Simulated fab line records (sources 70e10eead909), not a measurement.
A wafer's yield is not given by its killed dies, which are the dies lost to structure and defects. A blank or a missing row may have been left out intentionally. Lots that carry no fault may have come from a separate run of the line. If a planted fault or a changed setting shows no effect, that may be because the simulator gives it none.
Problem report, 8D (eight disciplines) form, completed by code | flow nand-harc | the parts of the form that need people (team, actions taken, sign-off) are left out

== 1. WHAT IS WRONG ==
Wafers without a fault read 56, standard deviation 19; killed-at-array at NHARC_END_SORT_01 reads a mean of 174 on 6 wafers belonging to 2 lots. That is +6.2 standard deviations from the usual mean.
Earliest sighting: wafer L831.2 on prober-01 at day 27 00:12. At this step, 6 wafers from 2 lots have a number in the record. Rule for "out", or "out of limits": more than 4 standard deviations from the usual mean. Any other wafer with a number is counted as sound.

== 2. WHAT IT IS, AND WHAT IT ISN'T ==
question                    | is                           | is not
which readings at this step | killed-at-array, killed-dies | killed-at-other, killed-at-periphery, killed-open, killed-short
which lots                  | L831, L832                   | -
which wafers of those lots  | all that have a number       | -
read on which gauges        | prober-01, prober-02         | -
when                        | from day 27 00:12            | up to then (0 sound wafers)

== 3. THE SUSPECTS, EACH WITH WHAT RULES IT OUT ==
Counting: any tool at a process step up to the reading is kept as a suspect provided that every lot that is out went through it and no sound lot did after the first of them.
- the gauge at NHARC_END_SORT_01: ruled out. 2 gauges (prober-01, prober-02) read the wafers that are out.
- pecvd-onon-01 at NHARC_A_ONON_D2_DEP_06 (target thk 1000 nm): kept. It ran every lot that is out, first L831 (day 14 19:08), and no sound lot after that.
- rie-metal-02 at NHARC_THIN_TSV_ETCH_36 (etches the open film in Cl2/BCl3, target depth 65 nm, time 18.571 s): kept. It ran every lot that is out, first L831 (day 26 14:49), and no sound lot after that.
Remaining after the count are pecvd-onon-01 at NHARC_A_ONON_D2_DEP_06 and rie-metal-02 at NHARC_THIN_TSV_ETCH_36.

== 4. THE CAUSE (what the simulator had put in) ==
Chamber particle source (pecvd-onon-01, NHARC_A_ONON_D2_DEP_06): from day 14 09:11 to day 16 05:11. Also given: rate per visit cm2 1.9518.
2 suspects survive the count, and this tool is in that group.

== 5. THE CHAIN OF EFFECTS, in route order ==
Rows list readings where the struck wafers' mean (over those with a number) sits beyond 3 standard deviations from the usual. Only readings for which the record gives a usual standard deviation are gone through. hours: the time from each lot's start at the first step in this table that gives one to its start at this step, as a median over the lots. sigmas: the change in usual standard deviations.
hours | step              | reading         | usual | on struck wafers | change | sigmas
0     | NHARC_END_SORT_01 | killed-at-array | 56    | 174              | +118   | +6.2
0     | NHARC_END_SORT_01 | killed-dies     | 61    | 177              | +116   | +6.1

== 6. WHAT WOULD HAVE CAUGHT IT SOONER ==
303 hours passed between the start of the fault at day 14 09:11 and the first reading out of limits at a measuring or inspecting step in this record, taken at day 27 00:12.
Lots out: 2; all had begun NHARC_A_ONON_D2_DEP_06 on pecvd-onon-01 by day 27 00:12. None of them would have been spared by holding the tool at that moment.
